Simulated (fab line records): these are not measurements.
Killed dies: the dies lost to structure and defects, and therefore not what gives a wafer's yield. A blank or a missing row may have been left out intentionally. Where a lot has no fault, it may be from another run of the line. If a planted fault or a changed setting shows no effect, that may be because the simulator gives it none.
Which of the tools did it? | flow nand_harc | 14 lots, 42 wafers sampled, at 4 steps of a route of 1302

## WHAT THE GAUGES SHOWED, per wafer
The record lacks any reading of a measuring or inspecting step that a usual standard deviation could be used to judge.

## EACH LOT AND THE TOOL THAT RAN IT (in order: tool; ch and the chambers of the sampled wafers; start)
lot  | NHARC_P_M1_ANNEAL_31             | NHARC_P_M1_PRE_CLEAN_32         | NHARC_P_M2_STRIP_18                | NHARC_P_M2_PRE_CLEAN_30
L327 | rtp_anneal-02 ch 0, day 6 07:58  | pecvd-04 ch 0,1, day 6 08:50    | rie_diel-05 ch 0,2,3, day 6 10:44  | pvd_sputter-02, no start
L328 | rtp_anneal-02 ch 0, day 6 22:16  | pecvd-01 ch 0,2, day 6 23:08    | rie_diel-13 ch 1,2,3, day 7 01:08  | pvd_sputter-02, no start
L331 | rtp_anneal-01 ch 0, day 8 02:41  | pecvd-01 ch 0,1, day 8 03:35    | rie_diel-03 ch 1,2,3, day 8 05:23  | pvd_sputter-02, no start
L332 | rtp_anneal-02 ch 0, day 8 07:52  | pecvd-04 ch 0,1,2, day 8 08:43  | rie_diel-03 ch 0,1,3, day 8 10:37  | pvd_sputter-01, no start
L333 | rtp_anneal-02 ch 0, day 8 19:14  | pecvd-04 ch 0,2, day 8 20:08    | rie_diel-13 ch 1,3, day 8 22:01    | pvd_sputter-03, no start
L334 | rtp_anneal-01 ch 0, day 9 02:59  | pecvd-01 ch 0,2, day 9 03:54    | rie_diel-03 ch 0,1,2, day 9 05:56  | pvd_sputter-03, no start
L335 | rtp_anneal-01 ch 0, day 9 17:26  | pecvd-01 ch 0,1, day 9 18:14    | rie_diel-03 ch 0,2,3, day 9 20:07  | pvd_sputter-01, no start
L336 | rtp_anneal-02 ch 0, day 10 01:56 | pecvd-01 ch 0,1,2, day 10 02:45 | rie_diel-05 ch 0,3, day 10 04:37   | pvd_sputter-03, no start
L345 | rtp_anneal-02 ch 0, day 13 18:29 | pecvd-01 ch 1,2, day 13 19:21   | rie_diel-05 ch 0,1,3, day 13 21:14 | pvd_sputter-02, no start
L346 | rtp_anneal-02 ch 0, day 14 05:26 | pecvd-02 ch 0,1, day 14 06:19   | rie_diel-13 ch 0,2,3, day 14 08:13 | pvd_sputter-01, no start
L347 | rtp_anneal-02 ch 0, day 14 12:14 | pecvd-02 ch 0,1,2, day 14 13:07 | rie_diel-03 ch 0,1,3, day 14 14:55 | pvd_sputter-01, no start
L348 | rtp_anneal-02 ch 0, day 15 00:55 | pecvd-04 ch 1,2, day 15 01:47   | rie_diel-03 ch 0,1,2, day 15 03:51 | pvd_sputter-02, no start
L349 | rtp_anneal-02 ch 0, day 15 10:41 | pecvd-04 ch 0,1,2, day 15 11:36 | rie_diel-03 ch 0,2,3, day 15 13:22 | pvd_sputter-02, no start
L350 | rtp_anneal-01 ch 0, day 15 17:43 | pecvd-01 ch 1,2, day 15 18:38   | rie_diel-13 ch 0,1,2, day 15 20:31 | pvd_sputter-02, no start
- NHARC_P_M1_ANNEAL_31: time 90 s.
- NHARC_P_M1_PRE_CLEAN_32: time 12 s.
- NHARC_P_M2_STRIP_18: strips in N2/H2.
- NHARC_P_M2_PRE_CLEAN_30: time 30 s.

## AS READ BY THE TOOLS THEMSELVES (means over the sampled wafers that have a number; for cases with no such wafer, the mark the record gives instead)
NHARC_P_M1_ANNEAL_31.
lot  | tool          | wafer_temp_C_max
L327 | rtp_anneal-02 | 225.6
L328 | rtp_anneal-02 | 226.0
L331 | rtp_anneal-01 | 226.7
L332 | rtp_anneal-02 | 225.7
L333 | rtp_anneal-02 | 226.1
L334 | rtp_anneal-01 | 226.6
L335 | rtp_anneal-01 | 226.3
L336 | rtp_anneal-02 | 225.9
L345 | rtp_anneal-02 | 225.7
L346 | rtp_anneal-02 | 225.7
L347 | rtp_anneal-02 | 225.8
L348 | rtp_anneal-02 | 225.8
L349 | rtp_anneal-02 | 225.9
L350 | rtp_anneal-01 | 226.3

NHARC_P_M1_PRE_CLEAN_32.
lot  | tool     | heater_power_w (W)
L327 | pecvd-04 | 733
L328 | pecvd-01 | 654
L331 | pecvd-01 | 608
L332 | pecvd-04 | 688
L333 | pecvd-04 | 728
L334 | pecvd-01 | 616
L335 | pecvd-01 | 647
L336 | pecvd-01 | 600
L345 | pecvd-01 | 690
L346 | pecvd-02 | 594
L347 | pecvd-02 | 654
L348 | pecvd-04 | 556
L349 | pecvd-04 | 634
L350 | pecvd-01 | 699

NHARC_P_M2_STRIP_18.
lot  | tool        | chamber_pressure_mTorr (mTorr) | drypump_motor_current_A (A) | oes_product_au (a.u.) | rf_vpp_V (V) | showerhead_plenum_p_Torr (Torr) | throttle_valve_pct (%)
L327 | rie_diel-05 | 30.001                         | 5.9                         | 1.003                 | 91.8         | 2.17                            | 14.175
L328 | rie_diel-13 | 29.998                         | 5.7                         | 1.011                 | 90.6         | 2.04                            | 14.170
L331 | rie_diel-03 | 29.986                         | 5.9                         | 0.983                 | 91.4         | 2.06                            | 14.174
L332 | rie_diel-03 | 29.976                         | 5.6                         | 0.995                 | 90.8         | 2.07                            | 14.170
L333 | rie_diel-13 | 29.955                         | 5.8                         | 1.000                 | 89.1         | 2.01                            | 14.170
L334 | rie_diel-03 | 30.000                         | 5.9                         | 0.986                 | 90.6         | 2.10                            | 14.162
L335 | rie_diel-03 | 29.997                         | 5.6                         | 0.989                 | 91.7         | 2.11                            | 14.179
L336 | rie_diel-05 | 29.999                         | 5.5                         | 1.009                 | 91.1         | 2.16                            | 14.168
L345 | rie_diel-05 | -                              | -                           | -                     | -            | -                               | -
L346 | rie_diel-13 | -                              | -                           | -                     | -            | -                               | -
L347 | rie_diel-03 | 30.004                         | 5.6                         | 0.989                 | 90.7         | 2.07                            | 14.164
L348 | rie_diel-03 | 29.983                         | 5.9                         | 0.989                 | 90.4         | 2.10                            | 14.168
L349 | rie_diel-03 | 30.030                         | 5.6                         | 0.979                 | 91.5         | 2.11                            | 14.173
L350 | rie_diel-13 | 30.000                         | 5.8                         | 1.015                 | 91.3         | 2.05                            | 14.167

NHARC_P_M2_PRE_CLEAN_30.
lot  | tool           | heater_power_w (W)
L327 | pvd_sputter-02 | 393
L328 | pvd_sputter-02 | 444
L331 | pvd_sputter-02 | 455
L332 | pvd_sputter-01 | 422
L333 | pvd_sputter-03 | 452
L334 | pvd_sputter-03 | 432
L335 | pvd_sputter-01 | 397
L336 | pvd_sputter-03 | 424
L345 | pvd_sputter-02 | 497
L346 | pvd_sputter-01 | 422
L347 | pvd_sputter-01 | 396
L348 | pvd_sputter-02 | 407
L349 | pvd_sputter-02 | 441
L350 | pvd_sputter-02 | 450

## THE ANSWER, worked out from the rows above alone
Rule: usual is defined by the lots themselves. Put in order of their means at a reading, lots are off if they are a third of the lots or fewer, leave a main group of 4 or more, and stand apart from it by a gap of 3 or more times the standard deviation of the main group's means; of several such gaps the widest counts. If all means in a main group match to the digits the tables above print for the reading, that group is not used. A lot without any number at a reading at which 4 lots or more have one is off too. All remaining lots with rows at the step are treated as sound. After the gauges, taken in route order, come the tools' own readings; for these a lot's mean is taken, as printed above. The first step at which some lot is off is used, and at that step the reading that is off furthest; a lot without a number counts as furthest.
Off, at NHARC_P_M2_STRIP_18 on chamber_pressure_mTorr: L345, L346. Without a number there: L345, L346. Mean 29.994 mTorr and standard deviation 0.017 in the main group.
If a tool, at that step or one of the process steps before it, ran each lot that is off and ran no sound lot following the first of them, it fits. None of those tried fits.

## WHAT THE SIMULATOR HAD PUT IN
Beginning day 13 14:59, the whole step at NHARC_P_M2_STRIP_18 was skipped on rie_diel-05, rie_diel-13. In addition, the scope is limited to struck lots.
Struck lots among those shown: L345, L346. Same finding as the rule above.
